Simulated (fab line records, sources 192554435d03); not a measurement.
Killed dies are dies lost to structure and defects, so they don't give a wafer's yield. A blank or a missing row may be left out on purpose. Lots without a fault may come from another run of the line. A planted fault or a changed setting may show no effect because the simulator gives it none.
Which tool did it? | flow n5_finfet | 24 lots, 72 wafers sampled, at 6 steps of a route of 1938

WHAT THE GAUGES READ, wafer by wafer
N5_HKMG_FIN_INSPECT_28: inspects for defects (darkfield). Usual: raw_defect_count 40, standard deviation 15.
lot  | measured     | on                | raw_defect_count | flag
L074 | day 4 11:02  | defect_inspect-02 | 50 30 50         |
L075 | day 4 21:05  | defect_inspect-01 | 40 22 34         |
L076 | day 5 03:34  | defect_inspect-02 | 41 27 22         |
L078 | day 5 07:58  | defect_inspect-01 | 48 41 39         |
L077 | day 5 12:47  | defect_inspect-01 | 42 18 43         |
L079 | day 5 17:07  | defect_inspect-02 | 24 37 49         |
L080 | day 5 20:52  | defect_inspect-01 | 59 46 34         |
L081 | day 6 05:16  | defect_inspect-01 | 30 27 73         |
L082 | day 6 14:40  | defect_inspect-02 | 54 13 35         |
L083 | day 6 19:37  | defect_inspect-01 | 21 25 41         |
L084 | day 7 07:55  | defect_inspect-01 | 39 72 72         |
L085 | day 7 13:46  | defect_inspect-02 | 20 33 42         |
L086 | day 7 16:49  | defect_inspect-01 | 38 32 89         |
L087 | day 7 19:55  | defect_inspect-01 | 39 33 22         |
L088 | day 8 02:39  | defect_inspect-01 | 62 50 30         |
L089 | day 8 06:40  | defect_inspect-01 | 19 50 43         |
L090 | day 8 10:31  | defect_inspect-01 | 29 48 25         |
L092 | day 8 17:53  | defect_inspect-01 | 43 53 33         |
L091 | day 8 21:41  | defect_inspect-01 | 50 49 45         |
L093 | day 9 06:01  | defect_inspect-02 | 34 41 28         |
L094 | day 9 13:08  | defect_inspect-01 | 40 19 31         |
L095 | day 9 13:31  | defect_inspect-02 | 38 20 32         |
L096 | day 9 23:23  | defect_inspect-01 | 67 104 34        |
L097 | day 10 04:56 | defect_inspect-02 | 34 36 47         |

N5_GATE_CUT_INSPECT_15: inspects for defects (brightfield). Usual: raw_defect_count 140, standard deviation 42.
lot  | measured     | on                | raw_defect_count | flag
L074 | day 4 15:10  | defect_inspect-02 | 116 94 68        |
L075 | day 5 01:16  | defect_inspect-01 | 167 135 162      |
L076 | day 5 08:04  | defect_inspect-02 | 102 106 146      |
L078 | day 5 11:45  | defect_inspect-01 | 124 162 89       |
L077 | day 5 16:32  | defect_inspect-02 | 181 136 106      |
L079 | day 5 20:54  | defect_inspect-02 | 116 137 162      |
L080 | day 6 00:51  | defect_inspect-02 | 205 127 183      |
L081 | day 6 08:56  | defect_inspect-02 | 185 177 214      |
L082 | day 6 18:20  | defect_inspect-01 | 91 109 73        |
L083 | day 6 23:19  | defect_inspect-02 | 166 108 210      |
L084 | day 7 11:35  | defect_inspect-01 | 68 204 136       |
L085 | day 7 17:50  | defect_inspect-02 | 161 197 113      |
L086 | day 7 20:51  | defect_inspect-01 | 132 212 99       |
L087 | day 7 23:42  | defect_inspect-01 | 127 144 139      |
L088 | day 8 06:20  | defect_inspect-02 | 128 285 125      |
L089 | day 8 11:09  | defect_inspect-01 | 91 146 107       |
L090 | day 8 14:50  | defect_inspect-02 | 140 152 170      |
L092 | day 8 21:42  | defect_inspect-02 | 173 240 109      |
L091 | day 9 01:28  | defect_inspect-02 | 79 106 109       |
L093 | day 9 09:41  | defect_inspect-01 | 122 115 144      |
L094 | day 9 17:23  | defect_inspect-02 | 169 98 106       |
L095 | day 9 17:40  | defect_inspect-01 | 224 157 211      |
L096 | day 10 03:04 | defect_inspect-01 | 95 182 144       |
L097 | day 10 09:39 | defect_inspect-01 | 110 128 153      |

WHICH TOOL RAN EACH LOT (tool, then ch and the chambers of the sampled wafers, then the start)
lot  | N5_HKMG_FIN_STRIP_19                 | N5_HKMG_FIN_CMP_94            | N5_GATE_CUT_ETCH_56               | N5_GATE_CUT_HM_DEP_46
L074 | plasma_asher-02 ch 1, day 4 06:59    | cmp-02 ch 0,1, day 4 10:47    | rie_metal-03 ch 0, day 4 11:20    | pecvd-04 ch 1,2, day 4 14:37
L075 | plasma_asher-01 ch 0,1, day 4 17:04  | cmp-02 ch 0,1, day 4 20:52    | rie_metal-01 ch 0,1, day 4 21:14  | pecvd-02 ch 1,2, day 5 00:50
L076 | plasma_asher-01 ch 0,1, day 4 23:45  | cmp-02 ch 1,2,3, day 5 03:24  | rie_metal-03 ch 0,1, day 5 03:46  | pecvd-03 ch 1,2, day 5 07:31
L078 | plasma_asher-02 ch 0,1, day 5 04:08  | cmp-02 ch 0,1, day 5 07:46    | rie_metal-01 ch 0,1, day 5 08:07  | pecvd-03 ch 1,2, day 5 11:12
L077 | plasma_asher-01 ch 0,1, day 5 08:53  | cmp-03 ch 0,2,3, day 5 12:35  | rie_metal-03 ch 0,1, day 5 12:58  | pecvd-03 ch 1,2, day 5 16:07
L079 | plasma_asher-02 ch 0,1, day 5 13:22  | cmp-03 ch 1,2,3, day 5 16:55  | rie_metal-02 ch 0,1, day 5 17:17  | pecvd-02 ch 0,1,2, day 5 20:21
L080 | plasma_asher-02 ch 0,1, day 5 17:05  | cmp-03 ch 1,2, day 5 20:40    | rie_metal-01 ch 0,1, day 5 21:01  | pecvd-02 ch 0,1,2, day 6 00:25
L081 | plasma_asher-02 ch 0,1, day 6 01:28  | cmp-03 ch 0,2,3, day 6 05:05  | rie_metal-01 ch 0,1, day 6 05:25  | pecvd-02 ch 0,1,2, day 6 08:31
L082 | plasma_asher-01 ch 0,1, day 6 10:48  | cmp-02 ch 0,2,3, day 6 14:29  | rie_metal-03 ch 0,1, day 6 14:49  | pecvd-04 ch 1,2, day 6 17:54
L083 | plasma_asher-02 ch 0,1, day 6 15:47  | cmp-03 ch 0,1,2, day 6 19:22  | rie_metal-03 ch 0,1, day 6 19:46  | pecvd-02 ch 0,1,2, day 6 22:53
L084 | plasma_asher-01 ch 0,1, day 7 04:02  | cmp-03 ch 0,1,3, day 7 07:43  | rie_metal-03 ch 1, day 7 08:04    | pecvd-03 ch 0,2, day 7 11:10
L085 | plasma_asher-01 ch 0,1, day 7 09:51  | cmp-02 ch 0,1,2, day 7 13:35  | rie_metal-01 ch 0, day 7 14:02    | pecvd-02 ch 0,1,2, day 7 17:17
L086 | plasma_asher-01 ch 0,1, day 7 13:08  | cmp-03 ch 0,2,3, day 7 16:38  | rie_metal-01 ch 0, day 7 17:10    | pecvd-03 ch 0,1,2, day 7 20:26
L087 | plasma_asher-01 ch 0,1, day 7 16:08  | cmp-03 ch 0,1,3, day 7 19:41  | rie_metal-02 ch 0,1, day 7 20:04  | pecvd-03 ch 0,1, day 7 23:09
L088 | plasma_asher-01 ch 0, day 7 22:23    | cmp-03 ch 0,2,3, day 8 02:27  | rie_metal-03 ch 1, day 8 02:49    | pecvd-02 ch 0,1,2, day 8 05:54
L089 | plasma_asher-01 ch 0,1, day 8 02:34  | cmp-04 ch 1,3, day 8 06:26    | rie_metal-01 ch 0, day 8 07:00    | pecvd-03 ch 0,1,2, day 8 10:43
L090 | plasma_asher-01 ch 0,1, day 8 06:28  | cmp-04 ch 0,2,3, day 8 10:17  | rie_metal-01 ch 0, day 8 10:47    | pecvd-02 ch 0,1,2, day 8 14:16
L092 | plasma_asher-01 ch 0,1, day 8 13:57  | cmp-02 ch 1,2, day 8 17:40    | rie_metal-02 ch 0, day 8 18:02    | pecvd-04 ch 1,2, day 8 21:08
L091 | plasma_asher-01 ch 0,1, day 8 17:54  | cmp-02 ch 0,1,2, day 8 21:28  | rie_metal-03 ch 0,1, day 8 21:50  | pecvd-04 ch 0,1,2, day 9 01:02
L093 | plasma_asher-01 ch 0,1, day 9 02:14  | cmp-03 ch 1,2,3, day 9 05:50  | rie_metal-02 ch 0, day 9 06:10    | pecvd-02 ch 0,1, day 9 09:15
L094 | plasma_asher-01 ch 0,1, day 9 09:17  | cmp-03 ch 1,2, day 9 12:56    | rie_metal-03 ch 0,1, day 9 13:17  | pecvd-04 ch 0,1,2, day 9 16:50
L095 | plasma_asher-02 ch 0,1, day 9 09:44  | cmp-02 ch 0,2,3, day 9 13:17  | rie_metal-02 ch 0,1, day 9 13:40  | pecvd-02 ch 1,2, day 9 17:14
L096 | plasma_asher-01 ch 0,1, day 9 19:40  | cmp-04 ch 2,3, day 9 23:11    | rie_metal-03 ch 0,1, day 9 23:34  | pecvd-04 ch 0,1,2, day 10 02:39
L097 | plasma_asher-02 ch 0,1, day 10 00:57 | cmp-04 ch 0,1,2, day 10 04:42 | rie_metal-02 ch 0,1, day 10 05:05 | pecvd-04 ch 1,2, day 10 09:06
- N5_HKMG_FIN_STRIP_19: strips in N2/H2, time 360 s.
- N5_HKMG_FIN_CMP_94: polishes, stops on SiNx, t overpolish 4.7 s, target thk 43.299 nm.
- N5_GATE_CUT_ETCH_56: etches TiN in Cl2/Ar, target depth 21.6 nm.
- N5_GATE_CUT_HM_DEP_46: deposits SiO2 from TEOS/O2, target thk 130 nm, time 26.6 s.

WHAT THE TOOLS THEMSELVES READ (means of the sampled wafers that have a number; where no wafer has one, the mark that the record gives instead)
N5_HKMG_FIN_STRIP_19. Usual: drypump_motor_current_A 5.1 A, standard deviation 0.3; heater_power_w 471 W, standard deviation 53.
lot  | tool            | drypump_motor_current_A (A) | heater_power_w (W) | flag
L074 | plasma_asher-02 | 5.4                         | 358                |
L075 | plasma_asher-01 | 4.9                         | 496                |
L076 | plasma_asher-01 | 4.9                         | 481                |
L078 | plasma_asher-02 | 5.6                         | 451                |
L077 | plasma_asher-01 | 4.9                         | 506                |
L079 | plasma_asher-02 | 5.6                         | 449                |
L080 | plasma_asher-02 | 5.5                         | 405                |
L081 | plasma_asher-02 | 5.6                         | 454                |
L082 | plasma_asher-01 | 4.9                         | 499                |
L083 | plasma_asher-02 | 5.6                         | 457                |
L084 | plasma_asher-01 | 4.9                         | 498                |
L085 | plasma_asher-01 | 4.9                         | 494                |
L086 | plasma_asher-01 | 4.9                         | 501                |
L087 | plasma_asher-01 | 4.9                         | 488                |
L088 | plasma_asher-01 | 4.9                         | 517                |
L089 | plasma_asher-01 | 4.9                         | 480                |
L090 | plasma_asher-01 | 4.9                         | 481                |
L092 | plasma_asher-01 | 4.9                         | 507                |
L091 | plasma_asher-01 | 4.9                         | 481                |
L093 | plasma_asher-01 | 4.9                         | 486                |
L094 | plasma_asher-01 | 4.9                         | 489                |
L095 | plasma_asher-02 | 5.6                         | 451                |
L096 | plasma_asher-01 | 4.9                         | 480                |
L097 | plasma_asher-02 | 5.6                         | 453                |

N5_HKMG_FIN_CMP_94. Usual: head_pressure_psi 4.000 psi, standard deviation 0.0086; motor_current_A 12.1 A, standard deviation 1.3; pad_life_wafers 1375, standard deviation 590.
lot  | tool   | head_pressure_psi (psi) | motor_current_A (A) | pad_life_wafers | flag
L074 | cmp-02 | 3.997                   | 13.0                | 1718            |
L075 | cmp-02 | 4.002                   | 12.5                | 1796            |
L076 | cmp-02 | 3.997                   | 12.4                | 1844            |
L078 | cmp-02 | 4.001                   | 12.4                | 1886            |
L077 | cmp-03 | 4.001                   | 11.3                | 1058            |
L079 | cmp-03 | 4.002                   | 12.8                | 1088            |
L080 | cmp-03 | 4.006                   | 13.7                | 1124            |
L081 | cmp-03 | 3.997                   | 11.5                | 1196            |
L082 | cmp-02 | 4.005                   | 12.0                | 2114            |
L083 | cmp-03 | 3.997                   | 12.2                | 1327            |
L084 | cmp-03 | 4.003                   | 11.9                | 1442            |
L085 | cmp-02 | 4.006                   | 12.9                | 20              |
L086 | cmp-03 | 4.001                   | 11.4                | 1520            |
L087 | cmp-03 | 3.988                   | 12.1                | 1543            |
L088 | cmp-03 | 4.003                   | 11.5                | 1598            |
L089 | cmp-04 | 3.992                   | 12.5                | 1591            |
L090 | cmp-04 | 4.004                   | 11.9                | 1621            |
L092 | cmp-02 | 4.001                   | 13.5                | 240             |
L091 | cmp-02 | 3.999                   | 12.6                | 278             |
L093 | cmp-03 | 4.000                   | 12.4                | 1838            |
L094 | cmp-03 | 3.997                   | 13.1                | 1903            |
L095 | cmp-02 | 4.004                   | 11.8                | 385             |
L096 | cmp-04 | 3.992                   | 12.3                | 1909            |
L097 | cmp-04 | 3.997                   | 11.8                | 1964            |

N5_GATE_CUT_ETCH_56. Usual: drypump_motor_current_A 5.5 A, standard deviation 0.33; oes_product_au 0.79 a.u., standard deviation 0.13; throttle_valve_pct 20.69 %, standard deviation 0.19.
lot  | tool         | drypump_motor_current_A (A) | oes_product_au (a.u.) | throttle_valve_pct (%) | flag
L074 | rie_metal-03 | 5.6                         | 0.98                  | 20.52                  |
L075 | rie_metal-01 | 5.2                         | 0.69                  | 20.84                  |
L076 | rie_metal-03 | 5.7                         | 0.84                  | 20.58                  |
L078 | rie_metal-01 | 5.3                         | 0.79                  | 20.69                  |
L077 | rie_metal-03 | 5.7                         | 0.90                  | 20.56                  |
L079 | rie_metal-02 | 5.7                         | 0.88                  | 20.59                  |
L080 | rie_metal-01 | 5.2                         | 0.68                  | 20.86                  |
L081 | rie_metal-01 | 5.1                         | 0.69                  | 20.85                  |
L082 | rie_metal-03 | 5.7                         | 0.89                  | 20.56                  |
L083 | rie_metal-03 | 5.6                         | 0.82                  | 20.59                  |
L084 | rie_metal-03 | 5.6                         | 0.75                  | 20.63                  |
L085 | rie_metal-01 | 5.0                         | 0.59                  | 21.00                  |
L086 | rie_metal-01 | 5.1                         | 0.59                  | 21.00                  |
L087 | rie_metal-02 | 5.7                         | 0.86                  | 20.61                  |
L088 | rie_metal-03 | 5.6                         | 0.75                  | 20.64                  |
L089 | rie_metal-01 | 5.0                         | 0.59                  | 21.01                  |
L090 | rie_metal-01 | 5.0                         | 0.59                  | 21.00                  |
L092 | rie_metal-02 | 6.1                         | 0.89                  | 20.74                  |
L091 | rie_metal-03 | 5.7                         | 0.81                  | 20.61                  |
L093 | rie_metal-02 | 6.1                         | 0.88                  | 20.73                  |
L094 | rie_metal-03 | 5.6                         | 0.85                  | 20.58                  |
L095 | rie_metal-02 | 5.9                         | 0.86                  | 20.67                  |
L096 | rie_metal-03 | 5.6                         | 0.85                  | 20.57                  |
L097 | rie_metal-02 | 5.7                         | 0.84                  | 20.60                  |

N5_GATE_CUT_HM_DEP_46. Usual: heater_power_w 576 W, standard deviation 100; showerhead_plenum_p_Torr 8.369 Torr, standard deviation 0.027; throttle_valve_pct 18.2 %, standard deviation 1.3.
lot  | tool     | heater_power_w (W) | showerhead_plenum_p_Torr (Torr) | throttle_valve_pct (%) | flag
L074 | pecvd-04 | 568                | 8.350                           | 19.0                   |
L075 | pecvd-02 | 510                | 8.363                           | 17.3                   |
L076 | pecvd-03 | 604                | 8.376                           | 17.7                   |
L078 | pecvd-03 | 583                | 8.353                           | 17.7                   |
L077 | pecvd-03 | 620                | 8.360                           | 16.9                   |
L079 | pecvd-02 | 525                | 8.378                           | 17.7                   |
L080 | pecvd-02 | 477                | 8.354                           | 17.7                   |
L081 | pecvd-02 | 571                | 8.357                           | 17.8                   |
L082 | pecvd-04 | 609                | 8.359                           | 19.1                   |
L083 | pecvd-02 | 539                | 8.366                           | 17.9                   |
L084 | pecvd-03 | 630                | 8.385                           | 17.3                   |
L085 | pecvd-02 | 537                | 8.377                           | 17.8                   |
L086 | pecvd-03 | 634                | 8.375                           | 17.7                   |
L087 | pecvd-03 | 731                | 8.373                           | 18.3                   |
L088 | pecvd-02 | 505                | 8.356                           | 17.9                   |
L089 | pecvd-03 | 682                | 8.373                           | 17.7                   |
L090 | pecvd-02 | 544                | 8.357                           | 17.8                   |
L092 | pecvd-04 | 625                | 8.367                           | 19.2                   |
L091 | pecvd-04 | 518                | 8.374                           | 19.5                   |
L093 | pecvd-02 | 474                | 8.372                           | 18.2                   |
L094 | pecvd-04 | 580                | 8.385                           | 19.5                   |
L095 | pecvd-02 | 576                | 8.359                           | 17.4                   |
L096 | pecvd-04 | 538                | 8.377                           | 19.5                   |
L097 | pecvd-04 | 567                | 8.369                           | 19.3                   |

THE ANSWER, worked out from the rows above alone
Rule: a lot is off if the mean of its wafers that have a number lies more than 3 standard deviations from the usual mean. A lot without any number at a reading at which 4 lots or more have one is off too. The other lots that the step has rows for count as sound. The gauges are gone through in route order, then the tools' own readings, and for those a lot's mean is taken as printed above. The first step at which some lot is off is used, and at that step the reading that is off furthest; a lot without a number counts as furthest.
No lot is off at any reading shown: from this, nothing can be told.

WHAT THE SIMULATOR HAD PUT IN
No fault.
